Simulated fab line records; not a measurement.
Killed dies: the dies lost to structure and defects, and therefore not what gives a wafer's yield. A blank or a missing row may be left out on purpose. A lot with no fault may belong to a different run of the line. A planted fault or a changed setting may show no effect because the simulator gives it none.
Chamber matching / flow n5_finfet / 3 sister chambers for N5_HKMG_FIN_CVD_62 on thermal_cvd_si-02
The step deposits a-Si from Si2H6, target thk 3 nm, time 20.8 s. 6 wafers are shown with their chamber, then 12 later ones without.

## WAFERS WITH THEIR CHAMBER
wafer=L084.4; chamber=0; heater_power_w (W)=1471
wafer=L086.1; chamber=2; heater_power_w (W)=1296
wafer=L086.6; chamber=2; heater_power_w (W)=1285
wafer=L088.2; chamber=1; heater_power_w (W)=1450
wafer=L088.4; chamber=0; heater_power_w (W)=1480
wafer=L088.5; chamber=1; heater_power_w (W)=1426

## WAFERS WITH NO CHAMBER GIVEN
wafer=L090.1; heater_power_w (W)=1258
wafer=L090.4; heater_power_w (W)=1273
wafer=L090.5; heater_power_w (W)=1527
wafer=L092.1; heater_power_w (W)=1445
wafer=L092.2; heater_power_w (W)=1489
wafer=L092.5; heater_power_w (W)=1372
wafer=L096.1; heater_power_w (W)=1257
wafer=L096.2; heater_power_w (W)=1494
wafer=L096.3; heater_power_w (W)=1425
wafer=L094.1; heater_power_w (W)=1237
wafer=L094.4; heater_power_w (W)=1516
wafer=L094.5; heater_power_w (W)=1294

## EACH ONE'S CHAMBER
wafer=L090.1; from the rows above=2; in truth=2
wafer=L090.4; from the rows above=2; in truth=2
wafer=L090.5; from the rows above=0; in truth=0
wafer=L092.1; from the rows above=1; in truth=1
wafer=L092.2; from the rows above=0; in truth=0
wafer=L092.5; from the rows above=can't be placed: 1 or 2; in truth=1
wafer=L096.1; from the rows above=2; in truth=2
wafer=L096.2; from the rows above=0; in truth=0
wafer=L096.3; from the rows above=1; in truth=1
wafer=L094.1; from the rows above=2; in truth=2
wafer=L094.4; from the rows above=0; in truth=0
wafer=L094.5; from the rows above=2; in truth=2
Placed correctly: 11 of 12. Can't be placed from these rows: 1 (the true chamber is among the candidates in 1). Wrongly placed: 0.
How it was worked out, from the rows above alone: a wafer's distance from a chamber is the root of the sum, over the readings, of the square of ((its reading less the chamber's mean) divided by the reading's scatter). The wafer belongs to the nearest chamber; if the next one is less than 2 further off, it can't be placed. A chamber's mean is the mean of its shown wafers. The scatter is the square root of a quotient: the sum, over the shown wafers, of each reading's squared deviation from its chamber's mean, divided by wafers minus chambers.
